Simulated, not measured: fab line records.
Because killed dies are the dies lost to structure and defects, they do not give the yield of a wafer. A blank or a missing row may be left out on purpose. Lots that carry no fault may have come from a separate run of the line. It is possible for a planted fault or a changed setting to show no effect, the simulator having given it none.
Which tool did it?    flow nand-harc    21 wafers from 7 lots sampled at 5 of the route's 1159 steps

## WHAT EACH GAUGE READ, for each wafer
NHARC_A_M1_INSPECT_27.
lot   measured      on                 raw-defect-count
L664  day 17 21:40  defect-inspect-02  350 352 515
L666  day 18 05:34  defect-inspect-02  440 353 424
L670  day 18 23:38  defect-inspect-01  330 443 335
L673  day 19 16:31  defect-inspect-02  448 340 375
L675  day 21 02:23  defect-inspect-02  316 259 322
L680  day 21 07:32  defect-inspect-01  437 568 692
L687  day 24 06:34  defect-inspect-02  332 402 382

## TOOL THAT RAN EACH LOT (tool first, then ch and the chambers of the sampled wafers, then the start)
lot   NHARC_A_M1_ETCH_15                             NHARC_A_M1_PRE_CLEAN_30                  NHARC_A_M1_ECD_22               NHARC_A_M1_CMP_23
L664  rie-diel-08 ch 1,2,3, day 17 20:28 or earlier  pvd-sputter-02, day 17 20:28 or earlier  ecd-cu-01 ch 0,1, day 17 20:28  cmp-02 ch 0,1, day 17 21:11
L666  rie-diel-01 ch 1,3, day 18 04:29 or earlier    pvd-sputter-03, day 18 04:29 or earlier  ecd-cu-02 ch 0,1, day 18 04:29  cmp-02 ch 1,3, day 18 05:06
L670  rie-diel-08 ch 1,2,3, day 18 22:28 or earlier  pvd-sputter-03, day 18 22:28 or earlier  ecd-cu-01 ch 0,1, day 18 22:28  cmp-02 ch 0,1, day 18 23:08
L673  rie-diel-08 ch 1,2,3, day 19 15:18 or earlier  pvd-sputter-03, day 19 15:18 or earlier  ecd-cu-01 ch 0, day 19 15:18    cmp-03 ch 1,2,3, day 19 16:05
L675  rie-diel-01 ch 0,1,3, day 21 01:13 or earlier  pvd-sputter-02, day 21 01:13 or earlier  ecd-cu-01 ch 0,1, day 21 01:13  cmp-02 ch 0,1,2, day 21 01:54
L680  rie-diel-07 ch 0,1,3, day 21 06:29 or earlier  pvd-sputter-02, day 21 06:29 or earlier  ecd-cu-01 ch 0,1, day 21 06:29  cmp-02 ch 0,2,3, day 21 07:08
L687  rie-diel-01 ch 1,3, day 24 05:14 or earlier    pvd-sputter-03, day 24 05:14 or earlier  ecd-cu-02 ch 0, day 24 05:14    cmp-02 ch 1,3, day 24 06:07
- NHARC_A_M1_ETCH_15: etches the open film in C4F8/Ar, target depth 182.5 nm, time 91.2 s.
- NHARC_A_M1_PRE_CLEAN_30: time 30 s.
- NHARC_A_M1_ECD_22: material Cu, target thk 400 nm.
- NHARC_A_M1_CMP_23: polishes, t overpolish 20 s, target thk 154.34 nm.

## THE ANSWER, worked out from the rows above alone
Rule: usual is defined by the lots themselves. The widest of any qualifying gaps counts: lots, ordered by their means at a reading, are off when they make up no more than a third of the lots, leave a main group of 4 or more, and stand apart from it by 3 or more times the standard deviation of that group's means. A main group whose means are all the same, to the digits that the tables above print for the reading, isn't used. A lot without any number at a reading at which 4 lots or more have one is off too. Where the step has rows for the other lots, those lots are counted as sound.
Off: L680, at NHARC_A_M1_INSPECT_27 (raw-defect-count). For the main group the mean is 373 and the standard deviation 36.
A tool fits if, at a process step before that reading, it ran every lot that is off, and no sound lot after the first of them. Gauges at NHARC_A_M1_INSPECT_27: tried the same way as those tools. NHARC_A_M1_ETCH_15 gives no start for some lots, so the hours and the order of its lots are those of NHARC_A_M1_ECD_22. NHARC_A_M1_PRE_CLEAN_30 gives no start for some lots, so the hours and the order of its lots are those of NHARC_A_M1_ECD_22. Can't be told from this: 4 tools fit, rie-diel-07 at NHARC_A_M1_ETCH_15, pvd-sputter-02 at NHARC_A_M1_PRE_CLEAN_30, ecd-cu-01 at NHARC_A_M1_ECD_22, defect-inspect-01 at NHARC_A_M1_INSPECT_27.

## WHAT HAD BEEN PUT IN BY THE SIMULATOR
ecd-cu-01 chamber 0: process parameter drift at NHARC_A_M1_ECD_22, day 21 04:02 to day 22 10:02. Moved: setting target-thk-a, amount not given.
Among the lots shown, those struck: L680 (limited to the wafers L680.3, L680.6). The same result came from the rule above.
